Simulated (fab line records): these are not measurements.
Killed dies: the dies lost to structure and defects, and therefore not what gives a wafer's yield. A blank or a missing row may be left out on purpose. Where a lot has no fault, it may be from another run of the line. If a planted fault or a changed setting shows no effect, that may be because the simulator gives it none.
Which tool was responsible? -- flow n5_finfet -- 24 lots, 72 wafers sampled, at 3 steps of a route of 1938

## WHAT THE GAUGES SHOWED, per wafer
N5_SDB_CD_MEAS_11: the cd target is 50 nm. Usual: cd_nm at 50.7 nm, with a standard deviation of 1.1.
lot,measured,on,cd_nm (nm),flag
L074,day 3 18:22,cd_sem-02,51.9 52.4 51.2,
L075,day 4 01:38,cd_sem-02,51.8 51.8 52.6,
L076,day 4 08:04,cd_sem-02,50.6 50.8 52.3,
L077,day 4 12:04,cd_sem-03,49.8 50.7 50.1,
L078,day 4 17:08,cd_sem-02,50.6 51.2 50.9,
L079,day 5 00:11,cd_sem-02,50.6 50.4 51.7,
L080,day 5 06:24,cd_sem-02,51.7 52.3 51.9,
L081,day 5 11:21,cd_sem-01,52.2 50.7 49.7,
L082,day 5 21:34,cd_sem-01,49.5 50.3 50.2,
L083,day 5 23:29,cd_sem-01,49.7 49.4 49.1,
L084,day 6 06:42,cd_sem-02,50.0 50.4 50.0,
L085,day 6 09:40,cd_sem-03,51.0 50.4 50.5,
L086,day 6 19:42,cd_sem-01,50.2 51.2 50.8,
L087,day 7 00:53,cd_sem-01,49.7 49.9 49.6,
L088,day 7 06:52,cd_sem-03,50.7 50.2 49.1,
L089,day 7 13:07,cd_sem-02,51.3 50.5 49.8,
L090,day 7 16:26,cd_sem-01,51.7 51.3 52.7,
L091,day 7 23:40,cd_sem-01,49.7 49.8 51.0,
L092,day 8 04:01,cd_sem-01,52.0 52.3 51.5,
L093,day 8 12:58,cd_sem-03,48.4 48.7 50.9,
L094,day 8 16:13,cd_sem-02,49.1 49.9 48.5,
L095,day 8 21:10,cd_sem-01,52.5 49.5 50.2,
L096,day 9 10:31,cd_sem-02,50.4 50.3 51.5,
L097,day 9 13:35,cd_sem-02,51.0 51.8 50.6,

N5_HKMG_FIN_INSPECT_61: inspects for defects (macro). Usual: raw_defect_count at 2.1, with a standard deviation of 1.3.
lot,measured,on,raw_defect_count,flag
L074,day 4 00:04,defect_inspect-02,3 2 1,
L075,day 4 10:16,defect_inspect-02,3 4 1,
L076,day 4 13:47,defect_inspect-01,4 3 2,
L077,day 4 18:01,defect_inspect-01,4 5 3,
L078,day 4 22:49,defect_inspect-02,1 3 0,
L079,day 5 05:36,defect_inspect-01,3 2 0,
L080,day 5 12:02,defect_inspect-02,1 1 5,
L081,day 5 17:55,defect_inspect-01,2 0 1,
L082,day 6 03:21,defect_inspect-02,1 1 2,
L083,day 6 05:05,defect_inspect-02,5 0 3,
L084,day 6 12:33,defect_inspect-02,3 1 1,
L085,day 6 15:33,defect_inspect-02,2 5 2,
L086,day 7 01:22,defect_inspect-02,4 1 2,
L087,day 7 06:50,defect_inspect-02,2 3 2,
L088,day 7 12:52,defect_inspect-02,2 4 7,
L089,day 7 20:22,defect_inspect-02,2 1 1,
L090,day 7 22:56,defect_inspect-01,1 1 2,
L091,day 8 05:28,defect_inspect-01,1 0 1,
L092,day 8 09:40,defect_inspect-02,2 2 1,
L093,day 8 20:23,defect_inspect-02,4 2 4,
L094,day 8 22:05,defect_inspect-02,0 2 1,
L095,day 9 04:28,defect_inspect-02,4 3 1,
L096,day 9 16:06,defect_inspect-02,1 2 1,
L097,day 9 19:53,defect_inspect-02,1 4 4,

## WHICH TOOL RAN EACH LOT (tool, then ch and the chambers of the sampled wafers, then the start)
lot,N5_DUMMY_REMOVAL_STRIP_10
L074,"rie_diel-03 ch 1,2,3, day 3 22:32"
L075,"rie_diel-01 ch 2,3, day 4 05:38"
L076,"rie_diel-01 ch 0,1,3, day 4 12:24"
L077,"rie_diel-03 ch 1,2,3, day 4 16:26"
L078,"rie_diel-01 ch 0,2, day 4 21:18"
L079,"rie_diel-03 ch 1,3, day 5 04:12"
L080,"rie_diel-03 ch 0,1,2, day 5 10:38"
L081,"rie_diel-03 ch 0,2,3, day 5 16:25"
L082,"rie_diel-03 ch 0,1, day 6 01:37"
L083,"rie_diel-01 ch 2,3, day 6 03:34"
L084,"rie_diel-01 ch 1,3, day 6 11:09"
L085,"rie_diel-01 ch 2,3, day 6 14:08"
L086,"rie_diel-03 ch 2,3, day 6 23:44"
L087,"rie_diel-01 ch 1,2,3, day 7 05:26"
L088,"rie_diel-03 ch 0,2,3, day 7 11:02"
L089,"rie_diel-03 ch 0,1,2, day 7 18:58"
L090,"rie_diel-01 ch 0,1,2, day 7 21:17"
L091,"rie_diel-03 ch 0,2,3, day 8 03:56"
L092,"rie_diel-02 ch 0,1,3, day 8 08:16"
L093,"rie_diel-03 ch 0,2,3, day 8 18:51"
L094,"rie_diel-02 ch 1,3, day 8 20:41"
L095,"rie_diel-02 ch 0,2,3, day 9 01:14"
L096,"rie_diel-02 ch 0,1,3, day 9 14:37"
L097,"rie_diel-03 ch 0,2,3, day 9 18:22"
- N5_DUMMY_REMOVAL_STRIP_10: strips in N2/H2, time 40 s.

## WHAT THE TOOLS THEMSELVES READ (means of the sampled wafers that have a number; where no wafer has one, the mark that the record gives instead)
N5_DUMMY_REMOVAL_STRIP_10. Usual: drypump_motor_current_A 6.1 A, standard deviation 0.42; oes_product_au 0.77 a.u., standard deviation 0.093; rf_vpp_V 45.4 V, standard deviation 0.86; showerhead_plenum_p_Torr 3.37 Torr, standard deviation 0.081; throttle_valve_pct 12.23 %, standard deviation 0.23.
lot,tool,drypump_motor_current_A (A),oes_product_au (a.u.),rf_vpp_V (V),showerhead_plenum_p_Torr (Torr),throttle_valve_pct (%),flag
L074,rie_diel-03,6.3,0.72,45.7,3.39,12.32,
L075,rie_diel-01,6.0,0.74,45.3,3.41,12.37,
L076,rie_diel-01,6.1,0.81,45.8,3.37,12.22,
L077,rie_diel-03,6.3,0.72,45.4,3.39,12.34,
L078,rie_diel-01,6.2,0.71,45.3,3.45,12.31,
L079,rie_diel-03,6.2,0.71,45.5,3.43,12.33,
L080,rie_diel-03,5.8,0.74,44.9,3.36,12.25,
L081,rie_diel-03,6.1,0.76,45.2,3.41,12.23,
L082,rie_diel-03,5.5,0.78,45.9,3.37,12.15,
L083,rie_diel-01,6.0,0.73,45.6,3.45,12.39,
L084,rie_diel-01,6.0,0.87,45.2,3.33,12.14,
L085,rie_diel-01,6.0,0.73,46.2,3.45,12.40,
L086,rie_diel-03,6.6,0.72,45.9,3.38,12.36,
L087,rie_diel-01,6.0,0.79,44.8,3.38,12.28,
L088,rie_diel-03,6.1,0.74,44.8,3.40,12.25,
L089,rie_diel-03,5.9,0.84,44.8,3.35,12.06,
L090,rie_diel-01,6.1,0.87,45.3,3.40,12.03,
L091,rie_diel-03,6.1,0.74,45.4,3.39,12.28,
L092,rie_diel-02,6.1,0.79,45.4,3.29,12.11,
L093,rie_diel-03,6.1,0.74,45.4,3.39,12.28,
L094,rie_diel-02,5.8,0.75,45.9,3.22,12.28,
L095,rie_diel-02,6.1,0.77,45.4,3.29,12.20,
L096,rie_diel-02,6.1,0.79,45.2,3.29,12.13,
L097,rie_diel-03,6.1,0.73,45.4,3.39,12.29,

## THE ANSWER, worked out from the rows above alone
Rule: a lot counts as off when the mean over its wafers that have a number is more than 3 standard deviations away from the usual mean. Also off: a lot with no number at a reading for which 4 or more lots have one. The other lots that the step has rows for count as sound. First the gauges in route order, then the tools' own readings, where a lot's mean is used as printed above. At the first step where some lot is off, the reading lying furthest off is the one used; lots without a number count as furthest.
Across all readings shown, no lot is off: no conclusion can be drawn from this.

## WHAT WAS PUT IN BY THE SIMULATOR
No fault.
